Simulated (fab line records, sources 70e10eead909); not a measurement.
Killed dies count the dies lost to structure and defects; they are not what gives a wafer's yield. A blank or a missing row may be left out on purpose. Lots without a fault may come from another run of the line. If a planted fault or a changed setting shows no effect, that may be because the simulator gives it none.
Matching of chambers    flow nand-harc    NHARC_A_STAIRCASE_DEP_471 on pecvd-02: 3 sister chambers
The step deposits SiO2, target thk 100 nm. 30 wafers are shown with their chamber, then 12 later ones without.

## WAFERS WITH THEIR CHAMBER
wafer   chamber  throttle-valve-pct (%)  heater-power-outer-w (W)  heater-power-w (W)
L074.2  1        15.6                    437                       673
L074.4  0        16.4                    356                       606
L074.5  1        15.3                    440                       654
L076.1  2        15.1                    307                       595
L076.2  1        15.3                    436                       615
L076.3  0        16.4                    362                       637
L077.1  1        15.4                    428                       637
L077.4  2        15.3                    296                       571
L077.5  0        16.5                    351                       606
L080.1  2        15.4                    258                       541
L080.2  0        16.4                    285                       516
L080.6  0        16.6                    284                       515
L082.4  0        16.6                    331                       569
L082.5  2        15.4                    198                       459
L082.6  1        15.4                    398                       597
L084.2  2        15.3                    269                       548
L084.5  2        15.8                    284                       577
L084.6  0        16.4                    308                       534
L085.3  1        15.6                    402                       584
L085.4  0        16.5                    361                       605
L085.5  2        15.3                    274                       548
L086.1  2        15.3                    304                       594
L086.3  1        15.6                    480                       697
L086.6  2        15.1                    304                       592
L089.2  1        15.6                    431                       639
L089.3  0        16.6                    300                       542
L089.4  0        16.6                    308                       535
L091.2  2        15.5                    275                       519
L091.4  1        15.2                    461                       689
L091.5  0        16.6                    360                       598

SIGNATURES (means of the wafers above)
reading               chamber 0  chamber 1  chamber 2  scatter within a chamber
throttle-valve-pct    16.509     15.444     15.350     0.156
heater-power-outer-w  327.82     434.78     276.90     30.2
heater-power-w        569.36     642.78     554.40     41.7
Rule: distance of a wafer from a chamber = root of the sum over the readings of ((wafer's reading minus chamber's mean) / reading's scatter) squared. The wafer belongs to the nearest chamber; if the next one is less than 2 further off, it can't be placed. The scatter: take each reading less its chamber's mean, square it, sum over the shown wafers, divide by the number of wafers less the number of chambers, and take the root.

## WAFERS MISSING THEIR CHAMBER
wafer   throttle-valve-pct (%)  heater-power-outer-w (W)  heater-power-w (W)
L094.1  16.4                    286                       501
L094.3  15.5                    197                       425
L094.4  15.6                    491                       697
L092.1  15.5                    212                       447
L092.2  16.7                    340                       563
L092.4  16.7                    335                       588
L095.4  15.5                    477                       677
L095.5  15.6                    274                       524
L095.6  16.7                    364                       605
L097.2  16.5                    380                       628
L097.4  15.8                    187                       407
L097.6  15.6                    382                       539

## CHAMBER TAKEN BY EACH
wafer   from the rows above      in truth
L094.1  0                        0
L094.3  2                        2
L094.4  1                        1
L092.1  2                        2
L092.2  0                        0
L092.4  0                        0
L095.4  1                        1
L095.5  2                        2
L095.6  0                        0
L097.2  0                        0
L097.4  2                        2
L097.6  can't be placed: 1 or 2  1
Correctly placed: 11 of 12. These rows do not allow placing 1 (true chamber among the candidates in 1). 0 placed wrongly.
